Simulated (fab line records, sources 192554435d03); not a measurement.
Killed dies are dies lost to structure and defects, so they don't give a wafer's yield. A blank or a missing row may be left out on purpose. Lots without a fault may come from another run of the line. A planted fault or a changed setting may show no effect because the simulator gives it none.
Chamber matching | flow n5_finfet | N5_BEOL_M8_ETCH_66 on rie_diel-02: 4 sister chambers
The step etches SOC in N2/H2, target depth 80 nm, overetch 16 nm, time 120 s. 22 wafers are shown with their chamber, then 11 later ones without.

WAFERS WITH THEIR CHAMBER
wafer  | chamber | showerhead_plenum_p_Torr (Torr) | throttle_valve_pct (%) | oes_product_au (a.u.)
L077.1 | 3       | 2.48                            | 17.84                  | 0.66
L077.4 | 0       | 2.56                            | 17.60                  | 0.60
L077.6 | 3       | 2.48                            | 17.84                  | 0.66
L078.3 | 2       | 2.42                            | 17.73                  | 0.56
L078.5 | 0       | 2.55                            | 17.60                  | 0.60
L078.6 | 1       | 2.61                            | 17.84                  | 0.68
L081.2 | 0       | 2.55                            | 17.63                  | 0.59
L081.4 | 3       | 2.48                            | 17.87                  | 0.66
L081.5 | 3       | 2.48                            | 17.86                  | 0.65
L083.1 | 0       | 2.55                            | 17.62                  | 0.59
L083.2 | 1       | 2.60                            | 17.86                  | 0.66
L083.6 | 3       | 2.48                            | 17.87                  | 0.65
L085.1 | 1       | 2.60                            | 17.88                  | 0.66
L085.3 | 0       | 2.55                            | 17.63                  | 0.59
L085.5 | 3       | 2.47                            | 17.88                  | 0.64
L087.1 | 0       | 2.55                            | 17.65                  | 0.58
L087.3 | 3       | 2.47                            | 17.88                  | 0.64
L087.4 | 1       | 2.60                            | 17.86                  | 0.65
L088.1 | 0       | 2.54                            | 17.65                  | 0.58
L088.4 | 1       | 2.60                            | 17.88                  | 0.64
L088.5 | 1       | 2.60                            | 17.88                  | 0.65
L089.3 | 0       | 2.54                            | 17.66                  | 0.58

SIGNATURES (means of the wafers above)
reading                  | chamber 0 | chamber 1 | chamber 2 | chamber 3 | scatter within a chamber
showerhead_plenum_p_Torr | 2.5488    | 2.6017    | 2.4200    | 2.4771    | 0.00534
throttle_valve_pct       | 17.6300   | 17.8667   | 17.7300   | 17.8629   | 0.0193
oes_product_au           | 0.5887    | 0.6567    | 0.5600    | 0.6514    | 0.0103
Rule: a wafer's distance from a chamber is the root of the sum, over the readings, of the square of ((its reading less the chamber's mean) divided by the reading's scatter). The wafer belongs to the nearest chamber; if the next one is less than 2 further off, it can't be placed. The scatter: the root of (the sum of the squares of (reading less its chamber's mean) over the shown wafers, divided by (wafers less chambers)).

WAFERS WITHOUT THEIR CHAMBER
wafer  | showerhead_plenum_p_Torr (Torr) | throttle_valve_pct (%) | oes_product_au (a.u.)
L089.5 | 2.60                            | 17.89                  | 0.64
L089.6 | 2.41                            | 17.78                  | 0.55
L092.2 | 2.60                            | 17.90                  | 0.64
L092.3 | 2.41                            | 17.79                  | 0.56
L092.4 | 2.54                            | 17.67                  | 0.58
L096.3 | 2.59                            | 17.90                  | 0.62
L096.5 | 2.47                            | 17.93                  | 0.63
L096.6 | 2.40                            | 17.79                  | 0.55
L097.1 | 2.46                            | 17.92                  | 0.63
L097.4 | 2.59                            | 17.91                  | 0.63
L097.5 | 2.54                            | 17.68                  | 0.57

WHICH CHAMBER EACH WENT THROUGH
wafer  | from the rows above | in truth
L089.5 | 1                   | 1
L089.6 | 2                   | 2
L092.2 | 1                   | 1
L092.3 | 2                   | 2
L092.4 | 0                   | 0
L096.3 | 1                   | 1
L096.5 | 3                   | 3
L096.6 | 2                   | 2
L097.1 | 3                   | 3
L097.4 | 1                   | 1
L097.5 | 0                   | 0
Placed correctly: 11 of 11. Can't be placed from these rows: 0. Placed wrongly: 0.
